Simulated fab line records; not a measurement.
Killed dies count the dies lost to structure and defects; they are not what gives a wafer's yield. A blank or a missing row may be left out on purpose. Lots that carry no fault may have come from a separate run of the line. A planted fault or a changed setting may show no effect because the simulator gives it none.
Code-filled problem report in 8D (eight disciplines) form    flow nand harc    the parts of the form that need people (team, actions taken, sign-off) are left out

1. THE ISSUE
Wafers without a fault read 426.6 s, standard deviation 0.32; run length s at NHARC_THIN_TSV_ETCHBACK_48 reads a mean of 335.9 s on 2 wafers belonging to 2 lots. So: -99 or more standard deviations from the usual mean.
The step: etches the open film in C4F8/Ar, target depth 1028.5 nm, time 405.17 s.
First seen on wafer L912.6, day 19 12:28, on rie diel-06. The record has a number at this step for 41 wafers belonging to 14 lots. The rule behind "out" and "out of limits": a value lying over 4 standard deviations away from the usual mean. All remaining wafers that have a number are taken as sound.

2. WHAT THIS IS AND IS NOT
question                     is                 is not
which readings at this step  run length s       oes product au, rf vpp V
which lots                   L912, L915         L907, L911, L920, L922, L923, L924, L925, L926, L927, L928, L929, L930
which wafers of those lots   L912.6, L915.6     L912.1, L912.4, L915.2
read on which tools          rie diel-06        rie diel-09, rie diel-10
when                         from day 19 12:28  up to then (8 sound wafers); but 31 sound wafers of L915, L920, L922, L923, L924, L925, L926, L927, L928, L929, L930 came after

3. THE SUSPECTS, EACH WITH WHAT RULES IT OUT
Counting: any tool at a process step up to the reading remains a suspect provided it ran every lot that is out. Sound lots after the first of them don't rule it out here, since some wafers of a struck lot are sound.
- rie diel-04 at NHARC_A_BONDPAD_ETCH_34 (etches the open film in N2/H2, target depth 60 nm, overetch 18 nm, time 65.91 s): kept. It processed each lot that is out (first: L912, day 18 16:16); up to then, its last sound lot is L907 (day 18 01:52).
- rie diel-04 at NHARC_A_BONDPAD_ETCH_12 (etches the open film in CHF3/O2, target depth 220 nm, time 110 s): kept. It processed each lot that is out (first: L912, day 19 09:21); up to then, its last sound lot is L907 (day 18 17:09). Because NHARC_A_BONDPAD_ETCH_12 lacks a start for some lots, the hours and order of its lots are taken from NHARC_THIN_TSV_DEP_43.
- pecvd-03 at NHARC_THIN_TSV_DEP_43 (deposits SiO2, target thk 1328.5 nm): kept. It processed each lot that is out (first: L912, day 19 09:21); up to then, its last sound lot is L911 (day 18 22:02).
- rie diel-06 at NHARC_THIN_TSV_ETCHBACK_48 (etches the open film in C4F8/Ar, target depth 1028.5 nm, time 405.17 s): kept. It ran every lot that is out, first L912 (day 19 12:28). Out on those wafers are its own readings of run length s.
- In pecvd-03 at NHARC_THIN_TSV_DEP_43, the wafers that are out were processed in chamber 2 and their sound lot-mates in chambers 0, 1.
- In rie diel-06 at NHARC_THIN_TSV_ETCHBACK_48, the wafers that are out were processed in chamber 3 and their sound lot-mates in chambers 0, 1, 2.
Left after counting: rie diel-04 at NHARC_A_BONDPAD_ETCH_34, rie diel-04 at NHARC_A_BONDPAD_ETCH_12, pecvd-03 at NHARC_THIN_TSV_DEP_43, rie diel-06 at NHARC_THIN_TSV_ETCHBACK_48.

4. THE CAUSE (what the simulator had put in)
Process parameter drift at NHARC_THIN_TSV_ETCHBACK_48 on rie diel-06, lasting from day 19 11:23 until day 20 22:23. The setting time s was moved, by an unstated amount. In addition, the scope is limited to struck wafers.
After counting, 4 suspects remain, this tool included.

5. THE EFFECT CHAIN, in route order
Each row: a reading where the mean over the struck wafers with a number is more than 3 standard deviations away from the usual. Only readings whose record carries a usual standard deviation are examined. hours: median over the lots of the time between each lot's start at the first step of this table that gives one and its start at this step. sigmas: the change, counted in usual standard deviations.
hours  step                        reading       usual    on struck wafers  change  sigmas
0      NHARC_THIN_TSV_ETCHBACK_48  run length s  426.6 s  335.9             -90.7   -99 or more
Process steps it contains:
- NHARC_THIN_TSV_ETCHBACK_48: etches the open film in C4F8/Ar, target depth 1028.5 nm, time 405.17 s.
Readings that are blank on the struck wafers while sound wafers have them: rf fwd power W at NHARC_THIN_TSV_ETCHBACK_48.

6. WHAT WOULD HAVE CAUGHT IT SOONER
In this record the first reading out of limits was taken at day 19 12:28, 1 hour after the fault began at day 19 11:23.
